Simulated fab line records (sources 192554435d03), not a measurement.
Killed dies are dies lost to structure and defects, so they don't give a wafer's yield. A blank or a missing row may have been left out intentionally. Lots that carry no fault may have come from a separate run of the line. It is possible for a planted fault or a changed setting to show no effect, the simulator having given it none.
Split-lot trial / flow n5Finfet / route with 1938 steps; 7 lots, 39 wafers read

## ON THE SPLIT
At N5_ZERO_LAYER_DEVELOP_10 (develop time 60 s), the setting developTimeS was moved away from the recipe's 60 s on 18 of the 39 wafers read, by -24.8% to +45.2%. All remaining wafers had this setting at the recipe value.

## SPLIT TO READING: what lies between them in the file, 1 step
- N5_ZERO_LAYER_HARDBAKE_23: time 120 s

## THE READING
cdNm, in nm, at N5_ZERO_LAYER_CD_MEAS_11 (target cd 2000 nm). A value of 2000.5 nm with a standard deviation of 1.5 nm is what fault-free wafers of this fab line usually give.

wafer=L074.2; tool, chamber at the split=lithoTrack-02, 0; developTimeS as run, s=60; against the recipe=recipe; cdNm, nm=2000.6; against lot-mates on the recipe=-
wafer=L074.3; tool, chamber at the split=lithoTrack-02, 0; developTimeS as run, s=60; against the recipe=recipe; cdNm, nm=2000.2; against lot-mates on the recipe=-
wafer=L074.5; tool, chamber at the split=lithoTrack-02, 0; developTimeS as run, s=60; against the recipe=recipe; cdNm, nm=2000.7; against lot-mates on the recipe=-
wafer=L075.1; tool, chamber at the split=lithoTrack-03, 0; developTimeS as run, s=78.65; against the recipe=+31.1%; cdNm, nm=2008.9; against lot-mates on the recipe=+8.2
wafer=L075.2; tool, chamber at the split=lithoTrack-03, 0; developTimeS as run, s=60; against the recipe=recipe; cdNm, nm=2000.6; against lot-mates on the recipe=-
wafer=L075.3; tool, chamber at the split=lithoTrack-03, 0; developTimeS as run, s=60; against the recipe=recipe; cdNm, nm=2000.7; against lot-mates on the recipe=-
wafer=L075.4; tool, chamber at the split=lithoTrack-03, 0; developTimeS as run, s=78.65; against the recipe=+31.1%; cdNm, nm=2009.0; against lot-mates on the recipe=+8.3
wafer=L075.5; tool, chamber at the split=lithoTrack-03, 0; developTimeS as run, s=78.65; against the recipe=+31.1%; cdNm, nm=2006.1; against lot-mates on the recipe=+5.4
wafer=L075.6; tool, chamber at the split=lithoTrack-03, 0; developTimeS as run, s=60; against the recipe=recipe; cdNm, nm=2000.7; against lot-mates on the recipe=-
wafer=L077.1; tool, chamber at the split=lithoTrack-02, 0; developTimeS as run, s=87.14; against the recipe=+45.2%; cdNm, nm=2009.6; against lot-mates on the recipe=+7.7
wafer=L077.2; tool, chamber at the split=lithoTrack-02, 0; developTimeS as run, s=60; against the recipe=recipe; cdNm, nm=2002.4; against lot-mates on the recipe=-
wafer=L077.3; tool, chamber at the split=lithoTrack-02, 0; developTimeS as run, s=87.14; against the recipe=+45.2%; cdNm, nm=2009.0; against lot-mates on the recipe=+7.1
wafer=L077.4; tool, chamber at the split=lithoTrack-02, 0; developTimeS as run, s=60; against the recipe=recipe; cdNm, nm=2001.9; against lot-mates on the recipe=-
wafer=L077.5; tool, chamber at the split=lithoTrack-02, 0; developTimeS as run, s=87.14; against the recipe=+45.2%; cdNm, nm=2011.4; against lot-mates on the recipe=+9.5
wafer=L077.6; tool, chamber at the split=lithoTrack-02, 0; developTimeS as run, s=60; against the recipe=recipe; cdNm, nm=2001.3; against lot-mates on the recipe=-
wafer=L079.1; tool, chamber at the split=lithoTrack-02, 0; developTimeS as run, s=60; against the recipe=recipe; cdNm, nm=2002.0; against lot-mates on the recipe=-
wafer=L079.2; tool, chamber at the split=lithoTrack-02, 0; developTimeS as run, s=74.34; against the recipe=+23.9%; cdNm, nm=2004.4; against lot-mates on the recipe=+2.5
wafer=L079.3; tool, chamber at the split=lithoTrack-02, 0; developTimeS as run, s=60; against the recipe=recipe; cdNm, nm=2000.3; against lot-mates on the recipe=-
wafer=L079.4; tool, chamber at the split=lithoTrack-02, 0; developTimeS as run, s=74.34; against the recipe=+23.9%; cdNm, nm=2004.9; against lot-mates on the recipe=+3.0
wafer=L079.5; tool, chamber at the split=lithoTrack-02, 0; developTimeS as run, s=74.34; against the recipe=+23.9%; cdNm, nm=2006.8; against lot-mates on the recipe=+4.9
wafer=L079.6; tool, chamber at the split=lithoTrack-02, 0; developTimeS as run, s=60; against the recipe=recipe; cdNm, nm=2003.3; against lot-mates on the recipe=-
wafer=L085.1; tool, chamber at the split=lithoTrack-03, 0; developTimeS as run, s=84.23; against the recipe=+40.4%; cdNm, nm=2009.5; against lot-mates on the recipe=+8.2
wafer=L085.2; tool, chamber at the split=lithoTrack-03, 0; developTimeS as run, s=60; against the recipe=recipe; cdNm, nm=2002.6; against lot-mates on the recipe=-
wafer=L085.3; tool, chamber at the split=lithoTrack-03, 0; developTimeS as run, s=84.23; against the recipe=+40.4%; cdNm, nm=2007.6; against lot-mates on the recipe=+6.3
wafer=L085.4; tool, chamber at the split=lithoTrack-03, 0; developTimeS as run, s=60; against the recipe=recipe; cdNm, nm=2000.7; against lot-mates on the recipe=-
wafer=L085.5; tool, chamber at the split=lithoTrack-03, 0; developTimeS as run, s=60; against the recipe=recipe; cdNm, nm=2000.5; against lot-mates on the recipe=-
wafer=L085.6; tool, chamber at the split=lithoTrack-03, 0; developTimeS as run, s=84.23; against the recipe=+40.4%; cdNm, nm=2009.4; against lot-mates on the recipe=+8.1
wafer=L091.1; tool, chamber at the split=lithoTrack-03, 0; developTimeS as run, s=45.12; against the recipe=-24.8%; cdNm, nm=1993.8; against lot-mates on the recipe=-6.9
wafer=L091.2; tool, chamber at the split=lithoTrack-03, 0; developTimeS as run, s=60; against the recipe=recipe; cdNm, nm=2001.1; against lot-mates on the recipe=-
wafer=L091.3; tool, chamber at the split=lithoTrack-03, 0; developTimeS as run, s=60; against the recipe=recipe; cdNm, nm=2001.0; against lot-mates on the recipe=-
wafer=L091.4; tool, chamber at the split=lithoTrack-03, 0; developTimeS as run, s=45.12; against the recipe=-24.8%; cdNm, nm=1994.4; against lot-mates on the recipe=-6.3
wafer=L091.5; tool, chamber at the split=lithoTrack-03, 0; developTimeS as run, s=45.12; against the recipe=-24.8%; cdNm, nm=1993.3; against lot-mates on the recipe=-7.4
wafer=L091.6; tool, chamber at the split=lithoTrack-03, 0; developTimeS as run, s=60; against the recipe=recipe; cdNm, nm=2000.0; against lot-mates on the recipe=-
wafer=L094.1; tool, chamber at the split=lithoTrack-03, 0; developTimeS as run, s=50.03; against the recipe=-16.6%; cdNm, nm=1999.5; against lot-mates on the recipe=-2.8
wafer=L094.2; tool, chamber at the split=lithoTrack-03, 0; developTimeS as run, s=60; against the recipe=recipe; cdNm, nm=2003.9; against lot-mates on the recipe=-
wafer=L094.3; tool, chamber at the split=lithoTrack-03, 0; developTimeS as run, s=50.03; against the recipe=-16.6%; cdNm, nm=1997.0; against lot-mates on the recipe=-5.3
wafer=L094.4; tool, chamber at the split=lithoTrack-03, 0; developTimeS as run, s=50.03; against the recipe=-16.6%; cdNm, nm=1998.3; against lot-mates on the recipe=-4.0
wafer=L094.5; tool, chamber at the split=lithoTrack-03, 0; developTimeS as run, s=60; against the recipe=recipe; cdNm, nm=2000.6; against lot-mates on the recipe=-
wafer=L094.6; tool, chamber at the split=lithoTrack-03, 0; developTimeS as run, s=60; against the recipe=recipe; cdNm, nm=2002.4; against lot-mates on the recipe=-

FIT RESULTS
A straight line over all 39 wafers: cdNm changes by +0.208 nm for each +1% of developTimeS; r = +0.96; the points scatter about the line by 1.3 nm.
The same after taking each lot's own level away (the mean of its wafers on the recipe; 39 wafers): +0.206 nm for each +1%; r = +0.96; scatter 1.2 nm.
Per that fit: largest developTimeS move, reading shift of 9.3 nm.
Across the lots, their own levels run from 2000.50 to 2002.30 nm, a range of 1.2 times the standard deviation given above.
Consequently the slope shifts little with the lot-to-lot level, the two slopes agreeing.
Check: +9.12 nm against its lot-mates is what the line predicts for one of the wafers moved furthest among these (+45.2%) when that wafer is left out of the fit. It came out at +7.73 nm against them.

## THE FILE'S OWN FIT
cdNm changes by +0.2 nm for each +1% of developTimeS, r = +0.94.
